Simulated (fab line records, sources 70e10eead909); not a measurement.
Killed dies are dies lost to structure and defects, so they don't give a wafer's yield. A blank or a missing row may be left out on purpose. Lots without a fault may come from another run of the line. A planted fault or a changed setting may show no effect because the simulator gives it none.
Chamber matching | flow nand_harc | NHARC_A_CHANNEL_FILL_D1_CMP_10 on cmp-01: 4 sister chambers
The step polishes, target thk 150 nm. 22 wafers are shown with their chamber, then 11 later ones without.

WAFERS WITH THEIR CHAMBER
wafer  | chamber | motor_current_A (A) | time_to_endpoint_s (s)
L075.1 | 2       | 12.9                | 12.3
L075.2 | 0       | 11.7                | 11.6
L075.4 | 3       | 13.3                | 13.5
L077.1 | 2       | 13.0                | 17.3
L077.3 | 1       | 13.0                | 17.0
L077.4 | 3       | 12.9                | 18.9
L079.3 | 2       | 13.5                | 11.6
L079.4 | 3       | 12.3                | 15.5
L079.6 | 3       | 12.8                | 17.1
L081.1 | 0       | 11.7                | 12.4
L081.2 | 2       | 13.9                | 11.3
L081.5 | 1       | 11.9                | 11.0
L083.1 | 2       | 13.9                | 15.6
L083.3 | 0       | 11.3                | 14.9
L083.5 | 2       | 14.1                | 13.8
L086.1 | 2       | 13.7                | 16.1
L086.5 | 0       | 12.5                | 17.9
L086.6 | 1       | 12.6                | 15.7
L091.3 | 2       | 14.2                | 15.9
L091.5 | 1       | 12.1                | 18.1
L091.6 | 2       | 13.0                | 15.7
L092.2 | 3       | 12.3                | 19.4

SIGNATURES (means of the wafers above)
reading            | chamber 0 | chamber 1 | chamber 2 | chamber 3 | scatter within a chamber
motor_current_A    | 11.800    | 12.400    | 13.578    | 12.720    | 0.486
time_to_endpoint_s | 14.200    | 15.450    | 14.400    | 16.880    | 2.54
Rule: a wafer's distance from a chamber is the root of the sum, over the readings, of the square of ((its reading less the chamber's mean) divided by the reading's scatter). The wafer belongs to the nearest chamber; if the next one is less than 2 further off, it can't be placed. The scatter: the root of (the sum of the squares of (reading less its chamber's mean) over the shown wafers, divided by (wafers less chambers)).

WAFERS WITHOUT THEIR CHAMBER
wafer  | motor_current_A (A) | time_to_endpoint_s (s)
L092.4 | 13.8                | 16.2
L092.5 | 12.0                | 16.0
L094.3 | 13.5                | 13.7
L094.4 | 14.0                | 15.4
L094.5 | 13.0                | 16.8
L096.1 | 11.5                | 18.3
L096.3 | 12.8                | 12.8
L096.5 | 13.6                | 17.4
L097.2 | 13.0                | 16.8
L097.3 | 11.8                | 16.1
L097.6 | 14.0                | 17.2

WHICH CHAMBER EACH WENT THROUGH
wafer  | from the rows above               | in truth
L092.4 | can't be placed: 2 or 3           | 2
L092.5 | can't be placed: 0 or 1 or 3      | 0
L094.3 | can't be placed: 2 or 3           | 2
L094.4 | can't be placed: 2 or 3           | 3
L094.5 | can't be placed: 3 or 1 or 2      | 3
L096.1 | can't be placed: 0 or 1 or 3      | 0
L096.3 | can't be placed: 1 or 3 or 2 or 0 | 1
L096.5 | can't be placed: 2 or 3 or 1      | 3
L097.2 | can't be placed: 3 or 1 or 2      | 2
L097.3 | can't be placed: 0 or 1 or 3      | 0
L097.6 | can't be placed: 2 or 3 or 1      | 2
Placed correctly: 0 of 11. Can't be placed from these rows: 11 (the true chamber is among the candidates in 11). Placed wrongly: 0.
